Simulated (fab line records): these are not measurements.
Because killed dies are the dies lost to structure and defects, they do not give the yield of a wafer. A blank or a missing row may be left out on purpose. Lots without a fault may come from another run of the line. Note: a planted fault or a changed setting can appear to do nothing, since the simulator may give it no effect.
A lot that was struck, set against a sound lot | flow n5 finfet | 15 out of 1938 route steps
Sound: wafers L745.4, L745.5, L745.6. Struck: wafers L754.1, L754.2, L754.5. The cause comes at the end.
Per side, at each step with rows, come the tool, then ch with its chambers, and then its first start. Under that, the readings that differ: sound wafers | struck wafers | difference of the means | sigmas: that difference in standard deviations of wafers without a fault.
alike: a reading whose means differ by less than 2 such deviations, as well as words and numbers matching on both sides. not compared: withheld readings; readings where some wafer has no value; bounds like >300 that might hide an equal value; numbers whose values overlap and for which the record gives no deviation.
A row with sigmas, a row that says differs or no value, or rows on one side alone: a step with any of these is where the two part. When numbers do not overlap yet have no deviation, they are printed without sigmas and do not part them. A reading that every wafer of one side lacks parts them only if that side has two wafers or more.

N5_FIN_SAQP_HM_OPEN_33: chemistry CH3F/O2, target SiNx, target depth 49.4 nm, time 70.6 s.
  sound on rie diel-06 ch 1,2,3, day 4 14:00; struck on rie diel-06 ch 1,3, day 6 20:58
  alike: bias w, drypump motor current A, etch rf on time s, oes product au, rf vpp V, showerhead plenum p Torr, throttle valve pct
  not compared: rf hours counter h
N5_FIN_SAQP_ETCH_34: etches SiO2 in C4F6/O2, target depth 45 nm, time 15 s.
  sound on rie diel-06 ch 1,2,3, day 4 14:04; struck on rie diel-06 ch 1,3, day 6 21:02
  alike: bias w, drypump motor current A, etch rf on time s, oes product au, rf vpp V, showerhead plenum p Torr, throttle valve pct
  not compared: rf hours counter h
N5_FIN_SAQP_STRIP_77: strips in N2/H2, time 90 s.
  sound on rie diel-06 ch 1,2,3, day 4 14:05; struck on rie diel-06 ch 1,3, day 6 21:03
  alike: drypump motor current A, oes product au, rf vpp V, showerhead plenum p Torr, throttle valve pct
  not compared: rf hours counter h
N5_FIN_SAQP_HM_CD_35 targets a cd of 8 nm.
  sound on cd sem-02, day 4 14:13; struck on cd sem-03, day 6 21:11
  alike: cd nm
N5_FIN_SAQP_ETCH_64: etches SiO2 in CF4, target depth 1.5 nm.
  sound on rie si-01 ch 0,1,3, day 4 14:16; struck on rie si-04 ch 1,2,3, day 6 21:14
  alike: bias w, drypump motor current A, oes product au, throttle valve pct
  not compared: rf hours counter h
N5_FIN_SAQP_FIN_ETCH_36: etches the open film in HBr/Cl2/O2, target depth 120 nm, time 50.4 s.
  sound on rie si-01 ch 0,1,3, day 4 14:17; struck on rie si-04 ch 1,2,3, day 6 21:15
  reading              | sound             | struck            | difference | sigmas
  HBr_flow_sccm (sccm) | 151.2 151.1 149.7 | 149.7 149.7 149.9 | -0.9       | -2
  alike: bias w, drypump motor current A, oes product au, throttle valve pct
  not compared: rf hours counter h
N5_FIN_SAQP_CD_MEAS_37 targets a cd of 8 nm.
  sound on cd sem-03, day 4 14:25; struck on cd sem-03, day 6 21:22
  alike: cd nm
then, 3 steps without rows for these wafers: N5_FIN_SAQP_PRECLEAN_38 (cleans in O3/DIW, time 45 s); N5_FIN_SAQP_PRECLEAN_45 (cleans in dHF, time 10 s); N5_FIN_SAQP_SRD_39 (time 30 s).
N5_FIN_SAQP_OCD_MEAS_76:
  sound on ocd-02, day 4 14:35; struck on ocd-01, day 6 21:28
  alike: trench depth nm
N5_FIN_SAQP_INSPECT_40: inspects for defects (brightfield).
  sound on defect inspect-02, day 4 14:36; struck on defect inspect-01, day 6 21:30
  alike: raw defect count
N5_FIN_CUT_COAT_18: time 60 s, resist thk 230 nm.
  sound on litho track-03 ch 0, day 4 14:38; struck on litho track-04 ch 0, day 6 21:32
  reading                  | sound                | struck               | difference | sigmas
  heater power total W (W) | 502.4 503.0 499.2    | 484.5 487.3 485.2    | -15.9      | -9
  plate temp C (C)         | 249.85 249.97 249.61 | 244.04 244.23 243.97 | -5.73      | -38
then, 1 step without rows for these wafers: N5_FIN_CUT_COAT_19 (time 60 s, resist thk 20 nm).
-- the record jumps here: 11 days lie between the struck wafers' starts before and after (it left off in module FIN_CUT and takes up again in module PASSIVATION, whose first step shown is number 1936 of the route) --
N5_PASSIVATION_PROBE_49:
  the record has rows for the struck wafers here (prober-01, day 17 18:29) and none for the sound ones

== WHERE THEY PART ==
At N5_FIN_SAQP_FIN_ETCH_36 first; at N5_PASSIVATION_PROBE_49 last (within this record only).

WHY: the cause the simulator had injected
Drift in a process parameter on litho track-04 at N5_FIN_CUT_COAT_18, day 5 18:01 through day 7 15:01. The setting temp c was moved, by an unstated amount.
